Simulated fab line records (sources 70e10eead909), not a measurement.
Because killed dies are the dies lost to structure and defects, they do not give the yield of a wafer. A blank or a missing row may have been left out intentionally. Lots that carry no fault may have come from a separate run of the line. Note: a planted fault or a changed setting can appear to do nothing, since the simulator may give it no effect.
Matching of chambers || flow nandHarc || NHARC_A_CONTACT_DEP_85 on pecvd-01: 3 sister chambers
The step deposits SiON, target thk 60 nm. 6 wafers are shown with their chamber, then 7 later ones without.

== WAFERS WITH THEIR CHAMBER ==
{"wafer": "L082.1", "chamber": 1, "heaterPowerW (W)": 787}
{"wafer": "L084.1", "chamber": 1, "heaterPowerW (W)": 774}
{"wafer": "L087.2", "chamber": 2, "heaterPowerW (W)": 681}
{"wafer": "L087.5", "chamber": 0, "heaterPowerW (W)": 1001}
{"wafer": "L089.1", "chamber": 2, "heaterPowerW (W)": 601}
{"wafer": "L089.2", "chamber": 0, "heaterPowerW (W)": 895}

== WAFERS WHOSE CHAMBER IS MISSING ==
{"wafer": "L089.3", "heaterPowerW (W)": 829}
{"wafer": "L092.1", "heaterPowerW (W)": 696}
{"wafer": "L092.3", "heaterPowerW (W)": 760}
{"wafer": "L092.6", "heaterPowerW (W)": 710}
{"wafer": "L093.3", "heaterPowerW (W)": 955}
{"wafer": "L093.5", "heaterPowerW (W)": 975}
{"wafer": "L093.6", "heaterPowerW (W)": 743}

== EACH ONE'S CHAMBER ==
{"wafer": "L089.3", "from the rows above": "can't be placed: 1 or 0", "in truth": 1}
{"wafer": "L092.1", "from the rows above": "can't be placed: 2 or 1", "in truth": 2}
{"wafer": "L092.3", "from the rows above": "can't be placed: 1 or 2", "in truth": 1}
{"wafer": "L092.6", "from the rows above": "can't be placed: 2 or 1", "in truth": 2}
{"wafer": "L093.3", "from the rows above": 0, "in truth": 0}
{"wafer": "L093.5", "from the rows above": 0, "in truth": 0}
{"wafer": "L093.6", "from the rows above": "can't be placed: 1 or 2", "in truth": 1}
Correct placement for 2 of the 7. Unplaceable from these rows: 5, with the true chamber sitting among the candidates in 5. Number placed wrongly: 0.
How it was worked out, from the rows above alone: a wafer's distance from a chamber is the root of the sum, over the readings, of the square of ((its reading less the chamber's mean) divided by the reading's scatter). The wafer belongs to the nearest chamber; if the next one is less than 2 further off, it can't be placed. Each chamber's mean is taken over the wafers shown for it. How the scatter is found: for the shown wafers, subtract from each reading the mean of its chamber, square and add these, divide the total by (wafers less chambers), then take the root.
